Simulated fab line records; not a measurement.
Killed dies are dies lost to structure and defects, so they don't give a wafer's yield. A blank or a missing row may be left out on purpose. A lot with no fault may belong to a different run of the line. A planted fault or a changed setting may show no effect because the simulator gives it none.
Which tool did it? + flow n5-finfet + 10 lots with 30 wafers sampled at 5 steps, on a route of 1938 steps

WHAT THE GAUGES SHOWED, per wafer
N5_FIN_SAQP_CD_MEAS_31: target cd 8 nm.
| lot  | measured    | on        | cd-nm (nm)     |
|------|-------------|-----------|----------------|
| L240 | day 2 17:58 | cd-sem-02 | 7.81 8.32 7.84 |
| L241 | day 2 19:09 | cd-sem-02 | 8.37 8.15 8.13 |
| L243 | day 3 08:59 | cd-sem-01 | 8.24 8.23 8.32 |
| L245 | day 3 20:53 | cd-sem-01 | 8.00 8.29 8.28 |
| L247 | day 4 14:33 | cd-sem-01 | 7.78 8.24 8.10 |
| L249 | day 4 20:43 | cd-sem-02 | 7.97 7.89 8.11 |
| L251 | day 5 08:49 | cd-sem-03 | 7.87 8.09 8.09 |
| L256 | day 6 16:51 | cd-sem-02 | 8.20 7.98 8.08 |
| L260 | day 7 14:20 | cd-sem-03 | 8.17 7.88 7.85 |
| L261 | day 7 19:37 | cd-sem-01 | 8.43 8.13 8.10 |

N5_FIN_SAQP_OCD_MEAS_76.
| lot  | measured    | on     | trench-depth-nm (nm) |
|------|-------------|--------|----------------------|
| L240 | day 2 18:31 | ocd-01 | 115.7 119.0 120.6    |
| L241 | day 2 19:42 | ocd-02 | 120.8 118.4 121.5    |
| L243 | day 3 09:32 | ocd-02 | 119.8 120.9 116.0    |
| L245 | day 3 21:26 | ocd-02 | 120.5 120.6 120.4    |
| L247 | day 4 15:09 | ocd-02 | 115.9 121.3 115.5    |
| L249 | day 4 21:23 | ocd-01 | 120.8 121.1 121.5    |
| L251 | day 5 09:23 | ocd-02 | 122.8 123.3 121.2    |
| L256 | day 6 17:25 | ocd-01 | 118.5 122.0 121.0    |
| L260 | day 7 14:54 | ocd-02 | 121.8 120.4 120.7    |
| L261 | day 7 20:10 | ocd-01 | 119.3 120.4 120.3    |

N5_BEOL_M4_RC_MEAS_101.
| lot  | measured     | on        | DIBL_N (mV/V)  | DIBL_P (mV/V)  | IOFF_N (nA/um) | IOFF_P (nA/um) | ION_N (uA/um) | ION_P (uA/um) | SS_N (mV/dec)  | SS_P (mV/dec)  | VT_N (mV)   | VT_P (mV)      |
|------|--------------|-----------|----------------|----------------|----------------|----------------|---------------|---------------|----------------|----------------|-------------|----------------|
| L240 | day 8 12:48  | prober-01 | 34.3 35.8 36.6 | 33.3 34.4 34.3 | 0.12 0.15 0.15 | 0.16 0.17 0.16 | 668 677 646   | 456 457 440   | 71.9 72.1 72.3 | 72.0 72.7 72.8 | 251 247 252 | -252 -253 -253 |
| L241 | day 8 09:44  | prober-02 | 38.8 37.2 36.9 | 39.1 37.0 35.8 | 0.20 0.16 0.14 | 0.28 0.22 0.21 | 671 664 667   | 463 459 460   | 72.0 71.6 72.1 | 74.1 72.7 73.2 | 246 249 250 | -244 -247 -250 |
| L243 | day 9 08:49  | prober-02 | 33.1 35.5 34.2 | 33.7 36.5 35.5 | 0.12 0.16 0.14 | 0.15 0.18 0.18 | 662 666 682   | 454 449 469   | 71.1 71.8 71.3 | 73.2 73.2 72.5 | 252 248 251 | -255 -254 -255 |
| L245 | day 9 17:07  | prober-01 | 35.7 35.9 37.4 | 36.3 36.5 38.2 | 0.16 0.15 0.19 | 0.19 0.20 0.23 | 681 674 689   | 459 467 471   | 71.7 72.2 73.0 | 72.8 74.3 73.7 | 247 252 248 | -252 -252 -251 |
| L247 | day 10 15:08 | prober-02 | 36.1 35.6 36.9 | 34.8 35.0 34.9 | 0.18 0.16 0.18 | 0.23 0.23 0.23 | 668 691 671   | 458 471 458   | 71.5 71.1 72.4 | 73.4 73.6 73.5 | 247 248 250 | -249 -247 -247 |
| L249 | day 11 03:55 | prober-01 | 36.8 37.1 38.4 | 34.2 35.8 37.2 | 0.14 0.15 0.17 | 0.19 0.21 0.24 | 658 674 674   | 453 468 468   | 71.7 72.0 71.9 | 73.1 72.4 74.4 | 256 251 250 | -252 -251 -248 |
| L251 | day 11 15:01 | prober-01 | 36.2 35.2 35.0 | 35.7 35.6 34.7 | 0.14 0.14 0.12 | 0.19 0.20 0.18 | 658 684 655   | 453 470 460   | 71.2 71.1 70.1 | 72.7 73.4 72.7 | 252 250 254 | -252 -250 -251 |
| L256 | day 12 10:33 | prober-01 | 37.5 34.2 33.3 | 38.7 34.3 33.9 | 0.19 0.12 0.11 | 0.21 0.15 0.14 | 678 670 655   | 456 455 443   | 72.3 71.8 71.4 | 73.8 73.0 72.8 | 251 255 255 | -252 -259 -259 |
| L260 | day 13 17:25 | prober-02 | 34.7 35.7 37.3 | 33.1 35.3 35.7 | 0.14 0.15 0.17 | 0.17 0.20 0.21 | 671 684 665   | 462 465 457   | 71.1 70.8 71.3 | 72.5 73.3 72.6 | 248 247 248 | -253 -252 -250 |
| L261 | day 14 05:07 | prober-02 | 36.1 32.9 36.1 | 37.4 33.9 37.3 | 0.16 0.12 0.16 | 0.21 0.17 0.20 | 685 672 681   | 467 457 460   | 71.8 70.4 71.1 | 73.0 72.3 73.9 | 251 252 249 | -252 -252 -253 |

WHAT TOOL EACH LOT RAN ON (gives the tool, then ch and the chambers of the sampled wafers, and finally the start)
| lot  | N5_FIN_SAQP_MANDREL2_REMOVE_60  | N5_FIN_CUT_COAT_29               |
|------|---------------------------------|----------------------------------|
| L240 | rie-si-04 ch 1,3, day 2 17:51   | litho-track-04 ch 0, day 2 18:35 |
| L241 | rie-si-02 ch 0,1, day 2 19:02   | litho-track-05 ch 0, day 2 19:46 |
| L243 | rie-si-04 ch 1,2,3, day 3 08:52 | litho-track-05 ch 0, day 3 09:36 |
| L245 | rie-si-04 ch 0,1,3, day 3 20:46 | litho-track-05 ch 0, day 3 21:30 |
| L247 | rie-si-02 ch 0,1,2, day 4 14:27 | litho-track-04 ch 0, day 4 15:13 |
| L249 | rie-si-06 ch 0,2, day 4 20:36   | litho-track-05 ch 0, day 4 21:27 |
| L251 | rie-si-02 ch 2,3, day 5 08:43   | litho-track-03 ch 0, day 5 09:27 |
| L256 | rie-si-06 ch 0,1,2, day 6 16:44 | litho-track-04 ch 0, day 6 17:29 |
| L260 | rie-si-02 ch 0,1, day 7 14:13   | litho-track-04 ch 0, day 7 14:58 |
| L261 | rie-si-02 ch 0,1, day 7 19:30   | litho-track-03 ch 0, day 7 20:14 |
- N5_FIN_SAQP_MANDREL2_REMOVE_60: chemistry HBr/Cl2/O2, target a-Si, stops on SiNx, bt time 10 s.
- N5_FIN_CUT_COAT_29: time 60 s, resist thk 10 nm.

AS READ BY THE TOOLS THEMSELVES (means over the sampled wafers that have a number; for cases with no such wafer, the mark the record gives instead)
N5_FIN_SAQP_MANDREL2_REMOVE_60.
| lot  | tool      | HBr_flow_sccm (sccm) | O2_flow_sccm (sccm) | drypump-motor-current-A (A) | oes-product-au (a.u.) | throttle-valve-pct (%) |
|------|-----------|----------------------|---------------------|-----------------------------|-----------------------|------------------------|
| L240 | rie-si-04 | 149.7                | 4.991               | 5.60                        | 0.999                 | 36.50                  |
| L241 | rie-si-02 | 150.2                | 5.000               | 5.48                        | 0.985                 | 37.01                  |
| L243 | rie-si-04 | 150.1                | 5.005               | 5.78                        | 1.008                 | 36.62                  |
| L245 | rie-si-04 | 149.5                | 4.993               | 5.66                        | 0.995                 | 36.49                  |
| L247 | rie-si-02 | 149.8                | 5.016               | 5.70                        | 0.982                 | 36.80                  |
| L249 | rie-si-06 | 150.4                | 4.986               | 6.15                        | 1.010                 | 36.50                  |
| L251 | rie-si-02 | 150.3                | 5.002               | 5.69                        | 0.990                 | 36.51                  |
| L256 | rie-si-06 | 149.6                | 4.987               | 5.96                        | 1.008                 | 36.51                  |
| L260 | rie-si-02 | 149.5                | 5.010               | 5.73                        | 0.977                 | 36.77                  |
| L261 | rie-si-02 | 149.8                | 5.003               | 5.74                        | 0.979                 | 36.76                  |

N5_FIN_CUT_COAT_29.
| lot  | tool           | spin-speed-rpm (rpm) |
|------|----------------|----------------------|
| L240 | litho-track-04 | 1500.2               |
| L241 | litho-track-05 | 1500.3               |
| L243 | litho-track-05 | 1499.7               |
| L245 | litho-track-05 | 1499.6               |
| L247 | litho-track-04 | 1500.2               |
| L249 | litho-track-05 | 1499.6               |
| L251 | litho-track-03 | 1499.7               |
| L256 | litho-track-04 | 1554.8               |
| L260 | litho-track-04 | 1553.8               |
| L261 | litho-track-03 | 1499.9               |

THE ANSWER, worked out from the rows above alone
Rule: the lots themselves supply what counts as usual. The widest of any qualifying gaps counts: lots, ordered by their means at a reading, are off when they make up no more than a third of the lots, leave a main group of 4 or more, and stand apart from it by 3 or more times the standard deviation of that group's means. A main group is skipped when, at the precision printed for the reading in the tables above, its means are all equal. A lot without any number at a reading at which 4 lots or more have one is off too. The other lots that the step has rows for count as sound. The gauges are gone through in route order, then the tools' own readings, and for those a lot's mean is taken as printed above. At the first step where some lot is off, the reading lying furthest off is the one used; lots without a number count as furthest.
Off: L256, L260, at N5_FIN_CUT_COAT_29 (spin-speed-rpm). Main group: mean 1499.9 rpm, sd 0.27.
A tool fits if, at that step or a process step before it, it ran every lot that is off, and no sound lot after the first of them. One candidate fits, namely litho-track-04 at N5_FIN_CUT_COAT_29. Its last sound lot is L247 (day 4 15:13), its first lot that is off L256 (day 6 17:29): a fault that began between those two fits.
The tool's own readings at N5_FIN_CUT_COAT_29 bear it out: on the lots that are off they differ by more than 5 times the standard deviation of the sound lots' means. spin-speed-rpm reads 1554.3 rpm there against 1499.9 rpm on the sound lots.

WHAT HAD BEEN PUT IN BY THE SIMULATOR
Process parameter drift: litho-track-04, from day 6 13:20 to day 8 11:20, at N5_FIN_CUT_COAT_29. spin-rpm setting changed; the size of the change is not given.
Shown lots that were struck: L256, L260. The same result came from the rule above.
